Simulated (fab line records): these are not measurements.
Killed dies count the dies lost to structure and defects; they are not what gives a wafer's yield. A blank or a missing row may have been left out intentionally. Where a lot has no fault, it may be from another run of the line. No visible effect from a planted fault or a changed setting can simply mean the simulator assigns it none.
Comparing a struck lot with a sound one	flow n5 finfet	17 steps out of a route of 1938
Sound: these wafers, L558.2, L558.4, L558.6. Struck: wafer L564.1 (L564.2, L564.3, from the same lot, were not struck and are left out); the cause is given at the end.
At each step with rows: each side's tool, then ch and its chambers, then its first start. Under that, the readings that differ: sound wafers	struck wafers	difference of the means	sigmas: that difference in standard deviations of wafers without a fault.
alike: readings with means less than 2 such deviations apart, plus words and numbers identical on both sides. not compared: withheld readings, readings lacking a value on some wafer, bounds such as >300 that could conceal the same value, and numbers that have no deviation in the record and whose values overlap.
The two part at a step that has a row with sigmas, a row that says differs or no value, or rows on one side only. When numbers do not overlap yet have no deviation, they are printed without sigmas and do not part them. Lack of a reading on every wafer of one side parts them only where that side has two or more wafers.

N5_BEOL_M9_ETCH_62: etches SOC in N2/H2, target depth 110 nm, overetch 22 nm, time 165 s.
  sound on rie diel-04 ch 0,1, day 12 06:54; struck on rie diel-06 ch 0, day 14 11:45
  alike: drypump motor current A, oes product au, rf vpp V, showerhead plenum p Torr, throttle valve pct
  not compared: rf hours counter h
then, 1 step without rows for these wafers: N5_BEOL_M9_STRIP_68 (strips in N2/H2).
N5_BEOL_M9_STRIP_67: strips in CF4.
  sound on rie diel-04 ch 0,1, day 12 07:03; struck on rie diel-06 ch 0, day 14 11:53
  alike: drypump motor current A, oes product au, rf vpp V, showerhead plenum p Torr, throttle valve pct
  not compared: rf hours counter h
N5_BEOL_M9_HM_OPEN_17: chemistry Cl2/BCl3, target TiN, target depth 20 nm, overetch 6 nm.
  sound on rie metal-02 ch 1, day 12 07:05; struck on rie metal-02 ch 0, day 14 11:56
reading	sound	struck	difference	sigmas
drypump motor current A (A)	6.2 6.2 6.2	4.8	-1.4	-3
oes product au (a.u.)	0.54 0.54 0.55	0.82	+0.28	+3
throttle valve pct (%)	22.44 22.41 22.43	21.69	-0.74	-4
  not compared: rf hours counter h
N5_BEOL_M9_STRIP_19: strips in O2.
  sound on rie diel-04 ch 2,3, day 12 07:12; struck on rie diel-04 ch 0, day 14 12:02
  alike: drypump motor current A, oes product au, rf vpp V, showerhead plenum p Torr, throttle valve pct
  not compared: rf hours counter h
N5_BEOL_M9_CD_MEAS_18: pitch 140 nm, target cd 70 nm.
  sound on cd sem-03, day 12 07:17; struck on cd sem-02, day 14 12:07
  alike: cd nm
then, 6 steps without rows for these wafers: N5_BEOL_M9_COAT_63 (time 60 s, resist thk 60 nm); N5_BEOL_M9_COAT_64 (time 60 s, resist thk 12 nm); N5_BEOL_M9_COAT_75 (time 60 s, resist thk 5 nm); N5_BEOL_M9_COAT_22 (resist thk 30 nm); N5_BEOL_M9_EBR_24; N5_BEOL_M9_SOFTBAKE_23 (time 60 s).
N5_BEOL_M9_EXPOSE_25: exposes mask V8.
  sound on euv scanner-02 ch 0, day 12 08:08; struck on euv scanner-02 ch 0, day 14 14:02
  alike: mask
then, 2 steps without rows for these wafers: N5_BEOL_M9_PEB_26 (peb time 60 s); N5_BEOL_M9_DEVELOP_27 (develop time 30 s).
N5_BEOL_M9_CD_MEAS_28: target cd 70 nm.
  sound on cd sem-03 ch 0, day 12 08:16; struck on cd sem-03 ch 0, day 14 14:10
reading	sound	struck	difference	sigmas
cd nm (nm)	70.34 70.32 70.50	74.32	+3.93	+16
N5_BEOL_M9_OVL_MEAS_29:
  sound on overlay-01 ch 0, day 12 08:18; struck on overlay-02 ch 0, day 14 14:12
reading	sound	struck	difference	sigmas
V8_OVL (nm)	1.3 1.3 0.8	-2.0	-3.1	-4

== WHERE THEY PART ==
First at N5_BEOL_M9_HM_OPEN_17; last, within this record, at N5_BEOL_M9_OVL_MEAS_29.

WHY: whatever the simulator had introduced
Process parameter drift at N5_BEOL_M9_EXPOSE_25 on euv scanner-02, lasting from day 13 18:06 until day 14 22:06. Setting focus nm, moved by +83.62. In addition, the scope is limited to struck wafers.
